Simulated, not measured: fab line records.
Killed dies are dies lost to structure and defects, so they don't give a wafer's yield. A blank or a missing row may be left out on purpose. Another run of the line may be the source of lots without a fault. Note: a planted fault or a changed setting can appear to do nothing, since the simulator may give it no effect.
Chamber matching | flow n5-finfet | 3 sister chambers for N5_BEOL_M11_ILD_DEP_00 on pecvd-01
The step deposits SiCOH lowk from DEMS/porogen, target thk 308.51 nm, time 58 s. 5 wafers are shown with their chamber, then 8 later ones without.

## WAFERS, EACH WITH ITS CHAMBER
wafer  | chamber | throttle-valve-pct (%) | heater-power-w (W)
L079.3 | 1       | 15.0                   | 286
L082.4 | 2       | 13.5                   | 313
L084.3 | 2       | 13.3                   | 343
L084.6 | 0       | 14.4                   | 327
L085.1 | 0       | 14.6                   | 325

## WAFERS WHOSE CHAMBER IS MISSING
wafer  | throttle-valve-pct (%) | heater-power-w (W)
L085.3 | 14.8                   | 333
L085.4 | 15.2                   | 304
L091.1 | 14.5                   | 333
L091.2 | 12.9                   | 331
L091.6 | 15.2                   | 286
L093.1 | 14.5                   | 342
L093.3 | 13.3                   | 332
L093.4 | 14.4                   | 349

## CHAMBER TAKEN BY EACH
wafer  | from the rows above     | in truth
L085.3 | can't be placed: 0 or 1 | 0
L085.4 | 1                       | 1
L091.1 | 0                       | 0
L091.2 | 2                       | 2
L091.6 | 1                       | 1
L093.1 | 0                       | 0
L093.3 | 2                       | 2
L093.4 | 0                       | 0
Correct placement for 7 of the 8. These rows do not allow placing 1 (true chamber among the candidates in 1). 0 placed wrongly.
How it was worked out, from the rows above alone: a wafer's distance from a chamber is the root of the sum, over the readings, of the square of ((its reading less the chamber's mean) divided by the reading's scatter). If the next closest chamber is less than 2 further off than the closest, the wafer can't be placed; otherwise it belongs to the closest. The mean given for a chamber averages the wafers shown for that chamber. How the scatter is found: for the shown wafers, subtract from each reading the mean of its chamber, square and add these, divide the total by (wafers less chambers), then take the root.
